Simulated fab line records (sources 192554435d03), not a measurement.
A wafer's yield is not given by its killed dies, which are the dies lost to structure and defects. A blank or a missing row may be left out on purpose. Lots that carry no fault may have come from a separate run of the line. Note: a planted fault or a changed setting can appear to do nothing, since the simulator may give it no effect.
2 desks, one fault -- flow n5-finfet -- every desk sees just its own numbers, and what lay behind them comes last

## AT THE METROLOGY DESK
What the gauges read, lot by lot, whatever tool the lot ran on: means of the sampled wafers that have a number. A lot is out of limits, marked OUT, if its mean lies more than 4 standard deviations from the usual mean; the brackets give that distance.
Columns: A = cd-nm at N5_BEOL_M8_CD_MEAS_11, usual 38.4 nm; B = M8_OVL at N5_BEOL_M8_OVL_MEAS_12, usual -0.2 nm; C = V7_OVL at N5_BEOL_M8_OVL_MEAS_29, usual -0.2 nm
lot,first seen here,A,B,C
L240,day 9 19:52,37.4,-0.8,-1.3
L242,day 10 06:16,37.8,-0.3,0.7
L244,day 10 10:08,38.0,-0.0,1.2
L243,day 10 19:31,39.3,-0.4,-0.4
L245,day 11 16:40,38.0,0.1,-0.2
L250,day 12 15:56,38.6,0.7,-0.4
L248,day 12 16:05,38.1,-0.4,0.1
L254,day 12 19:42,38.2,0.4,-0.4
L255,day 13 04:17,37.8,0.6,0.2
L257,day 13 17:59,38.2,-0.9,0.0
L262,day 15 14:30,37.7,0.6,-1.2
L260,day 15 14:40,38.2,-1.1,-0.2
L261,day 16 10:13,38.8,-0.9,0.2
This desk found nothing out of limits on any of the 13 lots.

## TOOL OWNER'S DESK, litho-track-01
The tool's own readings at N5_BEOL_M8_COAT_71 (time 60 s, resist thk 5 nm): means of the sampled wafers that have a number, for each lot that ran on this tool. A lot is out of limits, marked OUT, if its mean lies more than 4 standard deviations from the usual mean; the brackets give that distance.
Columns: A = spin-speed-rpm at N5_BEOL_M8_COAT_71, usual 1500.0 rpm
lot,first seen here,A
L240,day 9 20:34,1499.6
L244,day 10 11:59,1499.8
L243,day 10 20:51,1499.7
L250,day 12 16:41,1578.4 (+83) OUT
L248,day 12 17:08,1577.3 (+81) OUT
L254,day 12 20:18,1577.1 (+81) OUT
L261,day 16 12:11,1499.3
Finding of this desk: L248, L250, L254 out of limits; the first was L250 at day 12 16:41, on spin-speed-rpm at N5_BEOL_M8_COAT_71. L240, L244, L243, L261: within limits.

## TAKEN TOGETHER
An alarm could have come from the tool owner's desk at day 12 16:41, on L248, L250, L254.
The metrology desk saw nothing out of limits.
The metrology desk holds a record of L248, L250, L254, inside its limits.
Every lot named ran N5_BEOL_M8_COAT_71 on litho-track-01.

## WHAT THE SIMULATOR HAD INSERTED
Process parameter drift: litho-track-01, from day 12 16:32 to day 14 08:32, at N5_BEOL_M8_COAT_71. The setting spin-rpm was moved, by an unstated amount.
Struck lots among those shown: L248, L250, L254.
How many hours passed from the start of the fault until each desk's first out-of-limits reading: the tool owner's desk, 0.
